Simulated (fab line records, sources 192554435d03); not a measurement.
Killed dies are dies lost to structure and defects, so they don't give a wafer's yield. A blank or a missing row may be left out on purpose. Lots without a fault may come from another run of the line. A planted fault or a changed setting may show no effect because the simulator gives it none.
Chamber matching | flow n5_finfet | N5_GATE_CUT_ETCH_37 on rie_diel-04: 4 sister chambers
The step etches SOC in N2/H2, target depth 60 nm, overetch 12 nm, time 90 s. 27 wafers are shown with their chamber, then 12 later ones without.

WAFERS WITH THEIR CHAMBER
wafer  | chamber | showerhead_plenum_p_Torr (Torr) | drypump_motor_current_A (A) | throttle_valve_pct (%)
L077.1 | 2       | 2.60                            | 5.0                         | 18.18
L077.2 | 0       | 2.65                            | 5.5                         | 17.65
L077.4 | 1       | 2.65                            | 5.0                         | 17.79
L079.1 | 1       | 2.65                            | 5.0                         | 17.81
L079.2 | 3       | 2.53                            | 5.4                         | 18.18
L079.3 | 2       | 2.60                            | 5.0                         | 18.19
L079.4 | 0       | 2.65                            | 5.5                         | 17.65
L079.5 | 3       | 2.53                            | 5.3                         | 18.21
L079.6 | 0       | 2.65                            | 5.4                         | 17.64
L080.2 | 1       | 2.65                            | 5.0                         | 17.81
L080.3 | 3       | 2.53                            | 5.4                         | 18.22
L080.4 | 0       | 2.65                            | 5.4                         | 17.64
L082.3 | 1       | 2.65                            | 5.0                         | 17.84
L082.4 | 0       | 2.65                            | 5.5                         | 17.66
L082.6 | 1       | 2.65                            | 5.0                         | 17.81
L086.1 | 3       | 2.53                            | 5.4                         | 18.23
L086.2 | 0       | 2.64                            | 5.5                         | 17.66
L086.3 | 1       | 2.64                            | 5.0                         | 17.85
L088.1 | 3       | 2.53                            | 5.4                         | 18.23
L088.4 | 0       | 2.64                            | 5.4                         | 17.68
L088.5 | 1       | 2.64                            | 5.0                         | 17.86
L089.1 | 3       | 2.53                            | 5.3                         | 18.24
L089.4 | 2       | 2.60                            | 4.9                         | 17.78
L089.6 | 3       | 2.53                            | 5.4                         | 18.25
L090.1 | 2       | 2.60                            | 5.0                         | 17.80
L090.5 | 0       | 2.64                            | 5.5                         | 17.68
L090.6 | 3       | 2.52                            | 5.4                         | 18.23

SIGNATURES (means of the wafers above)
reading                  | chamber 0 | chamber 1 | chamber 2 | chamber 3 | scatter within a chamber
showerhead_plenum_p_Torr | 2.6463    | 2.6471    | 2.6000    | 2.5287    | 0.00426
drypump_motor_current_A  | 5.463     | 5.000     | 4.975     | 5.375     | 0.0423
throttle_valve_pct       | 17.6575   | 17.8243   | 17.9875   | 18.2237   | 0.0847
Rule: a wafer's distance from a chamber is the root of the sum, over the readings, of the square of ((its reading less the chamber's mean) divided by the reading's scatter). The wafer belongs to the nearest chamber; if the next one is less than 2 further off, it can't be placed. The scatter: the root of (the sum of the squares of (reading less its chamber's mean) over the shown wafers, divided by (wafers less chambers)).

WAFERS WITHOUT THEIR CHAMBER
wafer  | showerhead_plenum_p_Torr (Torr) | drypump_motor_current_A (A) | throttle_valve_pct (%)
L076.2 | 2.52                            | 5.4                         | 18.25
L076.3 | 2.64                            | 5.0                         | 17.86
L076.5 | 2.59                            | 5.0                         | 17.79
L094.1 | 2.59                            | 4.9                         | 17.81
L094.2 | 2.64                            | 5.0                         | 17.87
L094.3 | 2.52                            | 5.4                         | 18.26
L094.4 | 2.64                            | 5.5                         | 17.71
L094.5 | 2.59                            | 5.0                         | 17.81
L094.6 | 2.64                            | 5.0                         | 17.87
L095.1 | 2.59                            | 5.0                         | 17.82
L095.3 | 2.63                            | 5.5                         | 17.69
L095.6 | 2.63                            | 5.5                         | 17.70

WHICH CHAMBER EACH WENT THROUGH
wafer  | from the rows above | in truth
L076.2 | 3                   | 3
L076.3 | 1                   | 1
L076.5 | 2                   | 2
L094.1 | 2                   | 2
L094.2 | 1                   | 1
L094.3 | 3                   | 3
L094.4 | 0                   | 0
L094.5 | 2                   | 2
L094.6 | 1                   | 1
L095.1 | 2                   | 2
L095.3 | 0                   | 0
L095.6 | 0                   | 0
Placed correctly: 12 of 12. Can't be placed from these rows: 0. Placed wrongly: 0.
